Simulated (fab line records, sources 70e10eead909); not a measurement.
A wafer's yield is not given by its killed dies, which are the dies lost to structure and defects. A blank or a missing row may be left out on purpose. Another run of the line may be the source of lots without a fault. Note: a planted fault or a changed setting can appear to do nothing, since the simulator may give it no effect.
The tool behind it: which one? | flow nand-harc | 18 wafers from 6 lots sampled at 3 of the route's 1302 steps

WHAT THE GAUGES SHOWED, per wafer
NHARC_A_SOURCE_PLATE_INSPECT_08.
lot  | measured     | on                | raw-defect-count
L557 | day 8 03:59  | defect-inspect-01 | 77 63 51
L560 | day 9 10:49  | defect-inspect-01 | 97 111 95
L568 | day 12 19:46 | defect-inspect-02 | 495 493 479
L574 | day 15 06:09 | defect-inspect-02 | 56 36 86
L576 | day 16 01:34 | defect-inspect-02 | 67 47 72
L578 | day 16 16:23 | defect-inspect-02 | 56 41 56

WHICH TOOL RAN EACH LOT (tool, then ch and the chambers of the sampled wafers, then the start)
lot  | NHARC_P_BONDPAD_STRIP_15           | NHARC_A_SOURCE_PLATE_PRECLEAN_00
L557 | rie-diel-12 ch 0,1,2, day 7 03:23  | wet-bench-02 ch 3,4,5, day 7 08:33
L560 | rie-diel-12 ch 0,2,3, day 8 09:35  | wet-bench-04 ch 1,3,6, day 8 14:26
L568 | rie-diel-08 ch 0,1, day 11 18:14   | wet-bench-04 ch 0,3,4, day 11 23:14
L574 | rie-diel-08 ch 0,1,3, day 14 04:53 | wet-bench-02 ch 0,5,6, day 14 09:44
L576 | rie-diel-05 ch 0,2, day 14 23:00   | wet-bench-02 ch 1,2,5, day 15 03:58
L578 | rie-diel-05 ch 0,1,2, day 15 14:26 | wet-bench-06 ch 3,4,5, day 15 19:19
- NHARC_P_BONDPAD_STRIP_15: strips in O2.
- NHARC_A_SOURCE_PLATE_PRECLEAN_00: cleans in HF-LAST, time 60 s.

THE ANSWER, worked out from the rows above alone
Rule: the usual values come from the lots themselves. The widest of any qualifying gaps counts: lots, ordered by their means at a reading, are off when they make up no more than a third of the lots, leave a main group of 4 or more, and stand apart from it by 3 or more times the standard deviation of that group's means. The tables above print the reading to a certain number of digits; a main group whose means all agree to those digits is not used. A lot without any number at a reading at which 4 lots or more have one is off too. Any other lot the step has rows for is counted as sound.
Off: L568, at NHARC_A_SOURCE_PLATE_INSPECT_08 (raw-defect-count). Main group: mean 67, sd 17.
A tool fits if, at a process step before that reading, it ran every lot that is off, and no sound lot after the first of them. Those tools and the gauges at NHARC_A_SOURCE_PLATE_INSPECT_08 are tried in the same way. One fits: NHARC_A_SOURCE_PLATE_PRECLEAN_00 on wet-bench-04. A fault onset in the window from L560 (day 8 14:26, its last sound lot) to L568 (day 11 23:14, its first lot off) fits.

WHAT WAS PUT IN BY THE SIMULATOR
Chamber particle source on wet-bench-04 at NHARC_A_SOURCE_PLATE_PRECLEAN_00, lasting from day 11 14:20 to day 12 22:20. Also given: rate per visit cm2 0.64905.
Struck lots among those shown: L568. The rule above found the same.
